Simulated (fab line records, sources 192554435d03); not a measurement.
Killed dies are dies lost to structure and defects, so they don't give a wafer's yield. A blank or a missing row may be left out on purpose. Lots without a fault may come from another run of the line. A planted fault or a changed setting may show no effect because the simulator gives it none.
fab line records | flow n5_finfet
record lots=6 wafers=18 last_day=16
route steps=1938 shown PMOS_HMC_CHANNEL_EPI@57
lots that met no fault: from a run of the same line without faults
start_h: hours from the record's first day to the start of the lot's first wafer shown | wait_h: hours since the lot's step before | " the same as in the row above | L1.1+2: a row that stands for several wafers | - no value, or no start given | * or withheld: withheld | < > ~ a bound
route shown NAME@n: a module of which the file shows steps, and the number in the route of the first | usual: mean/standard deviation of fault-free wafers | same: alike in all rows | chamber/n: place in a boat | sites: the reading at each site | _std_site: their standard deviation | _edge_site: outer sites' mean less inner sites' | radius_mm: how far each site lies from the wafer's centre | mask NAME#n: copy n | behind: the tool/chamber that last shaped the wafer | hold: why the lot was held/for how many hours/how that ended | device: the transistor (n, p or np) that didn't switch | end of line: the same wafers' tests at the end of the route | a step without rows: its recipe alone | killed: dies lost to structure and defects at the first sort, not the wafer's yield | map: a wafer's dies, x killed, . not, _ none there
set.NAME: the setting as run; set.NAME@STEP: as run at that earlier step | model.NAME: the simulator's own value behind a step, which no gauge read
lots at some steps of the route; a table a step, a row a wafer
services: from which hour (start_h, from the record's first day; less than 0 if before it) a tool's chamber was out of use, for how many hours, and why
## steps
# step N5_PMOS_HMC_CHANNEL_EPI_HM_DEP_34
# recipe material=SiO2 target_thk_a=360 temp_c=400 precursor=TEOS/O2 pressure_torr=6.5 rf_w=900 teos_flow_sccm=161.4 gas=O2 flow_sccm=2650 time_s=6.9
# usual heater_power_w=520/72 showerhead_plenum_p_Torr=8.35/0.04 throttle_valve_pct=18.6/1
# columns lot.wafer tool chamber start_h wait_h heater_power_w showerhead_plenum_p_Torr throttle_valve_pct
L630.1 pecvd-03 0 28.74 0.0 631 8.29 20.5
L630.2 " 2 " " 508 8.37 17.4
L630.4 " 2 " " 490 8.40 17.5
L631.1 pecvd-01 0 34.81 0.0 470 8.37 17.6
L631.5 " 0 " " 482 8.36 17.6
L631.6 " 1 " " 432 8.37 18.4
L633.1 pecvd-04 1 47.70 0.0 613 8.39 19.5
L633.4 " 1 " " 628 8.39 19.7
L633.5 " 2 " " 490 8.31 17.7
L637.1 pecvd-01 1 70.99 0.0 505 8.37 18.5
L637.3 " 1 " " 520 8.38 18.3
L637.4 " 0 " " 571 8.38 17.8
L640.3 pecvd-04 2 89.01 0.0 542 8.32 17.7
L640.4 " 0 " " 634 8.30 20.4
L640.5 " 2 " " 540 8.34 17.9
L645.1 pecvd-03 1 119.07 0.0 500 8.28 18.9
L645.3 " 2 " " 492 8.39 17.8
L645.5 " 0 " " 538 8.29 20.8
# step N5_PMOS_HMC_CHANNEL_EPI_COAT_31
# recipe resist=BARC temp_c=205 time_s=60 spin_rpm=1500 resist_thk_nm=66
# step N5_PMOS_HMC_CHANNEL_EPI_COAT_03
# recipe resist=CAR-ArF-block spin_rpm=1500 resist_thk_nm=205
# step N5_PMOS_HMC_CHANNEL_EPI_EBR_05
# recipe solvent=PGMEA ebr_width_mm=1.5
# step N5_PMOS_HMC_CHANNEL_EPI_SOFTBAKE_04
# recipe temp_c=110 time_s=60 resist=CAR-ArF-block
# step N5_PMOS_HMC_CHANNEL_EPI_EXPOSE_06
# recipe mask_id=PMOS_HMC_BLK na=1.35 source_shape=conventional sigma_outer=0.8 polarization=unpolarized target_cd_nm=240 dose_mj=41
# step N5_PMOS_HMC_CHANNEL_EPI_PEB_07
# recipe peb_temp_c=110 peb_time_s=60 resist=CAR-ArF-block
# step N5_PMOS_HMC_CHANNEL_EPI_DEVELOP_08
# recipe develop_time_s=30 developer=TMAH resist=CAR-ArF-block dev_temp_c=23 rinse_liquid=diw dry=air_spin
# step N5_PMOS_HMC_CHANNEL_EPI_CD_MEAS_09
# recipe target_cd_nm=237.4 landing_energy_ev=500 detector=se_inlens
# usual cd_nm=236.4/0.97
# same landing_energy_ev=500
# columns lot.wafer tool chamber start_h wait_h cd_nm
L630.1 cd_sem-02 0 29.02 - 236.4
L630.2 " 0 " " 236.5
L630.4 " 0 " " 235.5
L631.1 cd_sem-03 0 35.10 - 236.8
L631.5 " 0 " " 236.0
L631.6 " 0 " " 236.3
L633.1 cd_sem-03 0 48.13 - 236.7
L633.4 " 0 " " 236.4
L633.5 " 0 " " 237.0
L637.1 cd_sem-02 0 71.40 - 236.3
L637.3 " 0 " " 235.1
L637.4 " 0 " " 235.8
L640.3 cd_sem-02 0 89.41 - 236.2
L640.4 " 0 " " 235.8
L640.5 " 0 " " 237.0
L645.1 cd_sem-03 0 119.47 - 236.8
L645.3 " 0 " " 237.0
L645.5 " 0 " " 236.1
# step N5_PMOS_HMC_CHANNEL_EPI_OVL_MEAS_10
# recipe points_per_wafer=44
# usual PMOS_HMC_BLK_OVL=0.1/0.83
# columns lot.wafer tool chamber start_h wait_h PMOS_HMC_BLK_OVL[nm]
L630.1 overlay-01 0 29.05 0.0 1.0
L630.2 " 0 " " 1.0
L630.4 " 0 " " 0.5
L631.1 overlay-02 0 35.13 0.0 0.5
L631.5 " 0 " " 1.1
L631.6 " 0 " " 0.0
L633.1 overlay-01 0 48.16 0.0 -0.3
L633.4 " 0 " " -0.5
L633.5 " 0 " " -0.1
L637.1 overlay-01 0 71.43 0.0 -1.0
L637.3 " 0 " " 0.3
L637.4 " 0 " " -0.3
L640.3 overlay-01 0 89.44 0.0 -1.6
L640.4 " 0 " " 0.6
L640.5 " 0 " " -0.6
L645.1 overlay-01 0 119.50 0.0 0.3
L645.3 " 0 " " -0.6
L645.5 " 0 " " 0.0
# step N5_PMOS_HMC_CHANNEL_EPI_INSPECT_11
# recipe mode=adi inspect_instrument=macro
# usual raw_defect_count=2.0/1.5
# columns lot.wafer tool chamber start_h wait_h raw_defect_count
L630.1 defect_inspect-02 - 29.07 0.0 2
L630.2 " - " " 2
L630.4 " - " " 0
L631.1 defect_inspect-01 - 35.15 0.0 3
L631.5 " - " " 5
L631.6 " - " " 1
L633.1 defect_inspect-01 - 48.18 0.0 1
L633.4 " - " " 1
L633.5 " - " " 1
L637.1 defect_inspect-02 - 71.46 0.0 5
L637.3 " - " " 2
L637.4 " - " " 3
L640.3 defect_inspect-01 - 89.46 0.0 1
L640.4 " - " " 2
L640.5 " - " " 2
L645.1 defect_inspect-01 - 119.53 0.0 1
L645.3 " - " " 4
L645.5 " - " " 3
# step N5_PMOS_HMC_CHANNEL_EPI_DESCUM_14
# recipe chemistry=O2 time_s=7.9 source_power_w=50 bias_power_w=20 pressure_mtorr=20 rf_frequency_hz=2.712e+07 temp_c=40 resist=CAR-ArF-block o2_flow_sccm=225
# usual drypump_motor_current_A=5.9/0.46 o2_flow_sccm=225.0/0.67 oes_product_au=0.78/0.088 rf_vpp_V=243.3/1.2 showerhead_plenum_p_Torr=2.11/0.062 throttle_valve_pct=20.45/0.24
# columns lot.wafer tool chamber start_h wait_h drypump_motor_current_A o2_flow_sccm oes_product_au rf_hours_counter_h rf_vpp_V showerhead_plenum_p_Torr throttle_valve_pct
L630.1 rie_diel-06 0 29.49 0.4 6.0 224.0 0.90 28 244.5 2.16 20.62
L630.2 " 3 " " 5.4 225.9 0.69 244 240.8 1.98 20.50
L630.4 " 2 " " 5.4 224.8 0.79 112 243.1 2.10 20.63
L631.1 rie_diel-06 1 35.19 0.0 5.5 226.2 0.71 226 243.2 2.06 20.44
L631.5 " 0 " " 6.0 224.1 0.91 - 243.5 2.16 20.65
L631.6 " 1 " " 5.5 224.9 0.71 - 243.0 2.06 20.46
L633.1 rie_diel-06 2 48.97 0.8 5.4 225.6 0.80 118 242.6 2.10 20.64
L633.4 " 2 " " 5.4 225.7 0.78 - 244.6 2.10 20.64
L633.5 " 0 " " 6.0 224.5 0.91 - 244.2 2.15 20.65
L637.1 rie_diel-02 3 71.49 0.0 5.2 226.1 0.93 16 242.4 2.05 20.13
L637.3 " 1 " " 6.6 225.5 0.85 60 245.1 2.13 20.15
L637.4 " 2 " " 6.1 224.8 0.72 219 243.9 2.07 20.79
L640.3 rie_diel-02 0 89.76 0.3 6.3 225.2 0.71 184 243.3 2.17 20.18
L640.4 " 3 " " 5.3 224.0 0.90 22 243.0 2.04 20.15
L640.5 " 1 " " 6.6 224.9 0.84 - 244.2 2.13 20.16
L645.1 rie_diel-02 3 119.56 0.0 5.3 225.7 0.89 31 241.6 2.04 20.15
L645.3 " 2 " " 6.1 224.9 0.70 234 242.3 2.06 20.84
L645.5 " 3 " " 5.2 225.8 0.89 - 242.4 2.04 20.14
# step N5_PMOS_HMC_CHANNEL_EPI_ETCH_32
# recipe chemistry=N2/H2 target=BARC stop_on=SiO2 target_depth_a=858 over_etch_frac=0.3 time_s=50.3 ion_energy_ev=200 mask_material=CAR-ArF-block pressure_mtorr=30 source_w=840 bias_w=150 n2_flow_sccm=200 h2_flow_sccm=200
# usual bias_w=150.0/0.4 drypump_motor_current_A=5.9/0.46 oes_product_au=0.67/0.07 rf_vpp_V=524.3/2.2 showerhead_plenum_p_Torr=2.56/0.067 throttle_valve_pct=17.9/0.34
# columns lot.wafer tool chamber start_h wait_h bias_w drypump_motor_current_A oes_product_au rf_hours_counter_h rf_vpp_V showerhead_plenum_p_Torr throttle_valve_pct model.CAR-ArF-block_of_PMOS_HMC_CHANNEL_EPI_COAT_03.thk_nm
L630.1 rie_diel-06 0 29.52 0.0 150.1 6.0 0.76 28 525.8 2.61 18.0 129.9
L630.2 " 3 " " 149.5 5.4 0.59 245 518.5 2.39 17.7 137.2
L630.4 " 2 " " 150.6 5.3 0.69 112 524.3 2.57 18.2 138
L631.1 rie_diel-06 1 35.22 0.0 241.9 5.5 0.60 226 705.0 2.52 18.1 119.2
L631.5 " 0 " " 242.0 6.0 0.77 - 709.0 2.61 18.0 117.2
L631.6 " 1 " " 241.3 5.5 0.60 - 705.4 2.52 18.1 120.8
L633.1 rie_diel-06 2 49.00 0.0 242.7 5.4 0.68 118 707.4 2.57 18.2 129
L633.4 " 2 " " 242.7 5.4 0.68 - 707.1 2.57 18.2 129.3
L633.5 " 0 " " 241.8 6.1 0.76 - 707.9 2.61 18.0 119.4
L637.1 rie_diel-02 3 71.53 0.0 149.8 5.3 0.77 16 522.0 2.49 17.5 131.6
L637.3 " 1 " " 150.2 6.7 0.72 60 524.6 2.58 17.5 135.2
L637.4 " 2 " " 150.1 6.1 0.61 219 522.5 2.55 18.6 135.5
L640.3 rie_diel-02 0 89.80 0.0 150.4 6.3 0.61 184 527.2 2.61 17.5 134.9
L640.4 " 3 " " 150.3 5.2 0.76 22 522.6 2.49 17.5 131.8
L640.5 " 1 " " 150.0 6.6 0.72 - 525.6 2.58 17.6 135.1
L645.1 rie_diel-02 3 119.60 0.0 150.1 5.3 0.75 31 523.4 2.49 17.5 131.2
L645.3 " 2 " " 150.6 6.1 0.60 234 522.7 2.54 18.6 135
L645.5 " 3 " " 150.5 5.2 0.75 - 522.1 2.49 17.5 131.9
# step N5_PMOS_HMC_CHANNEL_EPI_HM_OPEN_15
# recipe chemistry=CHF3/O2 target=SiO2 mask_material=CAR-ArF-block target_depth_a=406 CHF3_flow_sccm=50 O2_flow_sccm=5 Ar_flow_sccm=200 time_s=20.3 pressure_mtorr=30 source_w=650 bias_w=170 ion_energy_ev=200
# usual drypump_motor_current_A=5.9/0.46 oes_product_au=0.78/0.09 rf_vpp_V=531/17 showerhead_plenum_p_Torr=2.42/0.065 throttle_valve_pct=18.91/0.23
# columns lot.wafer tool chamber start_h wait_h drypump_motor_current_A oes_product_au rf_hours_counter_h rf_vpp_V showerhead_plenum_p_Torr throttle_valve_pct model.CAR-ArF-block_of_PMOS_HMC_CHANNEL_EPI_COAT_03.thk_nm
L630.1 rie_diel-06 0 29.56 0.0 6.1 0.91 29 517 2.47 19.04 87.05
L630.2 " 3 " " 5.4 0.68 245 529 2.28 18.95 97.3
L630.4 " 2 " " 5.4 0.78 112 547 2.41 19.04 98.85
L631.1 rie_diel-06 1 35.26 0.0 5.5 0.71 226 530 2.38 18.98 78.85
L631.5 " 0 " " 6.0 0.91 - 515 2.47 19.04 74.63
L631.6 " 1 " " 5.5 0.70 - 529 2.38 19.00 80.38
L633.1 rie_diel-06 2 49.04 0.0 5.4 0.78 118 546 2.41 19.07 89.78
L633.4 " 2 " " 5.4 0.78 - 547 2.41 19.05 90.22
L633.5 " 0 " " 6.0 0.91 - 516 2.47 19.04 76.36
L637.1 rie_diel-02 3 71.57 0.0 5.2 0.92 16 506 2.36 18.57 89.46
L637.3 " 1 " " 6.6 0.85 60 563 2.44 18.56 94.17
L637.4 " 2 " " 6.2 0.72 219 536 2.39 19.26 95.11
L640.3 rie_diel-02 0 89.84 0.0 6.2 0.70 184 516 2.51 18.70 94.94
L640.4 " 3 " " 5.3 0.90 22 505 2.36 18.61 90.01
L640.5 " 1 " " 6.6 0.85 - 564 2.43 18.57 94.24
L645.1 rie_diel-02 3 119.64 0.0 5.2 0.89 31 506 2.35 18.62 88.99
L645.3 " 2 " " 6.1 0.70 234 537 2.38 19.29 94.79
L645.5 " 3 " " 5.3 0.88 - 504 2.35 18.63 90.15
# step N5_PMOS_HMC_CHANNEL_EPI_STRIP_33
# recipe chemistry=N2/H2 power_w=500 temp_c=40 pressure_mtorr=50 rf_frequency_hz=6e+07 overash_fraction=0.3 bias_power_w=8 h2_frac=0.5 n2_flow_sccm=300 h2_flow_sccm=300
# usual drypump_motor_current_A=5.9/0.46 oes_product_au=0.78/0.086 power_w=500.0/1.5 rf_vpp_V=54.4/1.7 showerhead_plenum_p_Torr=3.38/0.085 throttle_valve_pct=18.9/0.53
# columns lot.wafer tool chamber start_h wait_h drypump_motor_current_A oes_product_au power_w rf_hours_counter_h rf_vpp_V showerhead_plenum_p_Torr throttle_valve_pct
L630.1 rie_diel-06 0 29.62 0.0 6.0 0.90 500.0 29 54.6 3.44 18.8
L630.2 " 3 " " 5.4 0.70 497.8 245 53.0 3.17 18.5
L630.4 " 2 " " 5.4 0.79 502.7 112 52.7 3.40 19.2
L631.1 rie_diel-06 1 35.32 0.0 5.5 0.71 501.1 226 54.1 3.33 19.2
L631.5 " 0 " " 6.1 0.90 500.3 - 54.4 3.44 18.8
L631.6 " 1 " " 5.5 0.69 500.8 - 58.0 3.33 19.2
L633.1 rie_diel-06 2 49.10 0.0 5.4 0.78 498.6 118 53.1 3.39 19.2
L633.4 " 2 " " 5.4 0.79 500.5 - 55.1 3.39 19.2
L633.5 " 0 " " 6.0 0.90 498.0 - 54.3 3.44 18.8
L637.1 rie_diel-02 3 71.63 0.0 5.3 0.91 499.7 16 53.9 3.29 18.2
L637.3 " 1 " " 6.6 0.85 497.8 60 56.3 3.40 18.7
L637.4 " 2 " " 6.2 0.71 504.3 219 53.8 3.36 20.3
L640.3 rie_diel-02 0 89.90 0.0 6.3 0.71 498.2 184 55.8 3.45 18.4
L640.4 " 3 " " 5.2 0.92 499.0 22 53.9 3.29 18.2
L640.5 " 1 " " 6.7 0.84 497.7 - 54.4 3.40 18.6
L645.1 rie_diel-02 3 119.69 0.0 5.3 0.88 500.0 31 53.5 3.29 18.3
L645.3 " 2 " " 6.2 0.70 498.4 234 53.2 3.35 20.3
L645.5 " 3 " " 5.3 0.87 500.5 - 53.3 3.29 18.3
## services
# columns tool chamber start_h hours kind
rie_diel-06 - 14.93 7.7 repair
pecvd-01 2 29.79 15.9 repair
pecvd-04 0 32.75 15.6 repair
rie_diel-06 1 37.09 11.4 repair
rie_diel-06 - 39.86 0.6 repair
pecvd-04 - 41.80 2.6 repair
rie_diel-02 2 45.01 8.6 repair
pecvd-01 2 45.78 - clean
pecvd-01 2 45.78 - consumable_replace:showerhead
pecvd-01 2 45.78 29.0 scheduled_down
pecvd-01 2 45.78 29.0 vent_cycle
rie_diel-06 3 48.74 - clean
rie_diel-06 3 48.74 - consumable_replace:focus_ring
rie_diel-06 3 48.74 - consumable_replace:showerhead
rie_diel-06 3 48.74 20.5 scheduled_down
rie_diel-06 3 48.74 20.5 vent_cycle
pecvd-03 1 53.65 16.5 scheduled_down
rie_diel-06 1 63.75 8.0 repair
pecvd-03 2 86.69 5.5 scheduled_down
pecvd-01 - 87.33 2.8 pm
pecvd-01 - 97.37 1.8 repair
pecvd-04 - 102.10 2.8 pm
## key
first_sign step=N5_PMOS_HMC_CHANNEL_EPI_ETCH_32 reading=bias_w direction=up sigmas=99+ usual=* struck=*
effect step=N5_PMOS_HMC_CHANNEL_EPI_ETCH_32 reading=rf_vpp_V direction=up sigmas=85 usual=524.3 struck=707.0
model_effect step=N5_PMOS_HMC_CHANNEL_EPI_ETCH_32 value=CAR-ArF-block_of_PMOS_HMC_CHANNEL_EPI_COAT_03.thk_nm without=133.1 struck=122.5
model_effect step=N5_PMOS_HMC_CHANNEL_EPI_HM_OPEN_15 value=CAR-ArF-block_of_PMOS_HMC_CHANNEL_EPI_COAT_03.thk_nm without=92.32 struck=81.7
met_at N5_PMOS_HMC_CHANNEL_EPI_ETCH_32
struck_wafers L631.1,L631.5,L631.6,L633.1,L633.4,L633.5
rows_end L633.1,L633.4,L633.5
onset_between 29.52 35.22
fault kind=process_parameter_drift tool=rie_diel-06 chamber=- onset_h=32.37 steps=N5_PMOS_HMC_CHANNEL_EPI_ETCH_32 channel=bias_w offset=* shape=step acts_in=* stated=*
# rows_end: these wafers met a further fault down the route, and their rows from its step on are left out
